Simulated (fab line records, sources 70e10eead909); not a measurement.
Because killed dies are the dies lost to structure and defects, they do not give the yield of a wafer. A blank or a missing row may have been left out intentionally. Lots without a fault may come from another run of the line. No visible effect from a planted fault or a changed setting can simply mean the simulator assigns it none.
Struck lot and sound lot, side by side :: flow nand harc :: 11 out of 1302 route steps
Sound: wafers L376.1, L376.5, L376.6. Struck: wafers L385.5, L385.6 (left out: L385.4, a lot-mate that was not struck); the cause follows at the end.
Order at every step that has rows: each side's tool, ch and its chambers, its first start. Under that, the readings that differ: sound wafers :: struck wafers :: difference of the means :: sigmas: that difference in standard deviations of wafers without a fault.
alike: readings whose means differ by less than 2 such deviations, and words and numbers that are the same on both sides. not compared: withheld readings, readings that some wafer has no value for, bounds like >300 that may hide the same value, and numbers for which the record gives no deviation and whose values overlap.
A row with sigmas, a row that says differs or no value, or rows on one side alone: a step with any of these is where the two part. When numbers do not overlap yet have no deviation, they are printed without sigmas and do not part them. A reading that every wafer of one side lacks parts them only if that side has two wafers or more.

NHARC_A_CHANNEL_FILL_D1_ALD_25: deposits SiOx, target thk 60 nm, pulse time 10 s, ald cycles 600.
  sound on ald hk-03 ch 0,3, day 12 21:32; struck on ald hk-01 ch 0,3, day 16 21:01
  alike: heater power w, precursor pulse height rel
  not compared: since wet clean h
NHARC_A_CHANNEL_FILL_D1_ETCHBACK_08: etches the open film in C4F8, target depth 220 nm, time 110 s.
  sound: rie diel-06 ch 0,1,2; struck: rie diel-09 ch 2,3
  alike: chamber pressure mTorr, oes product au, rf vpp V, run length s
  not compared: rf hours counter h
NHARC_A_CHANNEL_FILL_D1_STRIP_29: strips in O2, time 20 s.
  sound: rie diel-06 ch 2,3; struck: rie diel-09 ch 0,3
  alike: chamber pressure mTorr, drypump motor current A, oes product au, rf vpp V, showerhead plenum p Torr, throttle valve pct
  not compared: rf hours counter h
then, 3 steps without rows for these wafers: NHARC_A_CHANNEL_FILL_D1_PRECLEAN_30 (cleans in dHF, time 30 s); NHARC_A_CHANNEL_FILL_D1_SRD_31; NHARC_A_CHANNEL_FILL_D1_CVD_09 (deposits poly-Si, target thk 150 nm, time 3000 s).
NHARC_A_CHANNEL_FILL_D1_CMP_10: polishes, target thk 150 nm.
  sound on cmp-01 ch 0,3, day 13 08:21; struck on cmp-04 ch 1,2, day 17 05:57
  alike: motor current A, time to endpoint s
then, 1 step without rows for these wafers: NHARC_A_CHANNEL_FILL_D1_SRD_12.
NHARC_A_CHANNEL_FILL_D1_INSPECT_13:
  struck on defect inspect-01, day 17 06:17; sound on defect inspect-02, day 13 08:44
  alike: raw defect count
NHARC_A_DECK1_JOINT_ETCHBACK_07: etches the open film in HBr, target depth 105 nm, time 26.9 s.
  sound on rie si-05 ch 0,1,2, day 13 08:50; struck on rie si-05 ch 0,1, day 17 06:23
reading: run length s (s)
sound: 48.4 48.5 48.1
struck: 47.1 46.8
difference: -1.4
sigmas: -4
  alike: chamber pressure mTorr, drypump motor current A, oes product au, throttle valve pct
  not compared: rf hours counter h
then, 1 step without rows for these wafers: NHARC_A_DECK1_JOINT_ETCH_25 (etches SiO2 in dHF, target depth 0.5 nm).

WHERE THEY PART
At NHARC_A_DECK1_JOINT_ETCHBACK_07 and nowhere else, as far as this record goes.

WHY: what the simulator had put in
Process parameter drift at NHARC_A_DECK1_JOINT_ETCHBACK_07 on rie si-05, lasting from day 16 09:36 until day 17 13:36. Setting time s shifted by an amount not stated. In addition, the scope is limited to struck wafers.
